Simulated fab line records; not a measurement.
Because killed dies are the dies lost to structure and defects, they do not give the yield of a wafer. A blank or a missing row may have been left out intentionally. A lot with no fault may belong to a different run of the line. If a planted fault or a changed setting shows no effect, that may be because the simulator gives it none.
Chamber matching / flow nand_harc / NHARC_A_CHANNEL_HOLE_D2_ETCH_44 on rie_diel-09 has 4 sister chambers
The step etches the open film in CF4/O2, target depth 140 nm, overetch 14 nm, time 77 s. 8 wafers are shown with their chamber, then 8 later ones without.

EACH WAFER AND ITS CHAMBER
wafer=L082.1; chamber=2; drypump_motor_current_A (A)=6.1; rf_vpp_V (V)=198.5
wafer=L082.5; chamber=1; drypump_motor_current_A (A)=5.3; rf_vpp_V (V)=197.9
wafer=L091.4; chamber=2; drypump_motor_current_A (A)=6.1; rf_vpp_V (V)=200.7
wafer=L091.6; chamber=0; drypump_motor_current_A (A)=5.9; rf_vpp_V (V)=199.4
wafer=L092.2; chamber=1; drypump_motor_current_A (A)=5.3; rf_vpp_V (V)=197.7
wafer=L092.3; chamber=3; drypump_motor_current_A (A)=5.8; rf_vpp_V (V)=197.9
wafer=L092.5; chamber=0; drypump_motor_current_A (A)=6.0; rf_vpp_V (V)=198.4
wafer=L093.1; chamber=3; drypump_motor_current_A (A)=5.8; rf_vpp_V (V)=198.1

WAFERS WHOSE CHAMBER IS MISSING
wafer=L093.4; drypump_motor_current_A (A)=6.0; rf_vpp_V (V)=199.3
wafer=L093.6; drypump_motor_current_A (A)=5.8; rf_vpp_V (V)=197.3
wafer=L095.1; drypump_motor_current_A (A)=5.9; rf_vpp_V (V)=198.4
wafer=L095.3; drypump_motor_current_A (A)=5.8; rf_vpp_V (V)=197.8
wafer=L095.6; drypump_motor_current_A (A)=6.1; rf_vpp_V (V)=200.0
wafer=L096.2; drypump_motor_current_A (A)=6.1; rf_vpp_V (V)=198.7
wafer=L096.5; drypump_motor_current_A (A)=5.9; rf_vpp_V (V)=200.1
wafer=L096.6; drypump_motor_current_A (A)=5.3; rf_vpp_V (V)=197.2

WHICH CHAMBER EACH WENT THROUGH
wafer=L093.4; from the rows above=can't be placed: 0 or 2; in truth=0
wafer=L093.6; from the rows above=3; in truth=3
wafer=L095.1; from the rows above=can't be placed: 0 or 3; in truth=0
wafer=L095.3; from the rows above=3; in truth=3
wafer=L095.6; from the rows above=2; in truth=2
wafer=L096.2; from the rows above=2; in truth=2
wafer=L096.5; from the rows above=can't be placed: 0 or 3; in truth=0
wafer=L096.6; from the rows above=1; in truth=1
Correctly placed: 5 of 8. Not placeable from these rows: 3 (in 3, the candidates include the true chamber). Number placed wrongly: 0.
How it was worked out, from the rows above alone: a wafer's distance from a chamber is the root of the sum, over the readings, of the square of ((its reading less the chamber's mean) divided by the reading's scatter). If the next closest chamber is less than 2 further off than the closest, the wafer can't be placed; otherwise it belongs to the closest. The mean given for a chamber averages the wafers shown for that chamber. The scatter: take each reading less its chamber's mean, square it, sum over the shown wafers, divide by the number of wafers less the number of chambers, and take the root.
